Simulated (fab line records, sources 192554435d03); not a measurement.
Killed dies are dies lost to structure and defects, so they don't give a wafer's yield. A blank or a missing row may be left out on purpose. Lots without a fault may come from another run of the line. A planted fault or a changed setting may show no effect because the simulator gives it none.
Chamber matching | flow n5_finfet | N5_FIN_SAQP_ALD_61 on ald_sin-04: 4 sister chambers
The step deposits SiO2, target thk 4 nm, pulse time 1 s, purge time 2 s. 4 wafers are shown with their chamber, then 8 later ones without.

WAFERS WITH THEIR CHAMBER
wafer  | chamber | heater_power_w (W)
L086.4 | 1       | 469
L089.3 | 0       | 512
L089.6 | 2       | 464
L092.1 | 3       | 413

WAFERS WITHOUT THEIR CHAMBER
wafer  | heater_power_w (W)
L092.2 | 461
L092.4 | 468
L094.1 | 410
L094.2 | 471
L094.3 | 516
L094.4 | 461
L094.5 | 520
L094.6 | 400

WHICH CHAMBER EACH WENT THROUGH
wafer  | from the rows above     | in truth
L092.2 | can't be placed: 2 or 1 | 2
L092.4 | can't be placed: 1 or 2 | 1
L094.1 | 3                       | 3
L094.2 | can't be placed: 1 or 2 | 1
L094.3 | 0                       | 0
L094.4 | can't be placed: 2 or 1 | 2
L094.5 | 0                       | 0
L094.6 | 3                       | 3
Placed correctly: 4 of 8. Can't be placed from these rows: 4 (the true chamber is among the candidates in 4). Placed wrongly: 0.
How it was worked out, from the rows above alone: a wafer's distance from a chamber is the root of the sum, over the readings, of the square of ((its reading less the chamber's mean) divided by the reading's scatter). The wafer belongs to the nearest chamber; if the next one is less than 2 further off, it can't be placed. A chamber's mean is the mean of its shown wafers. The scatter: with one shown wafer a chamber, the root of the mean of the squares of how far each hidden wafer lies from its nearest shown one.
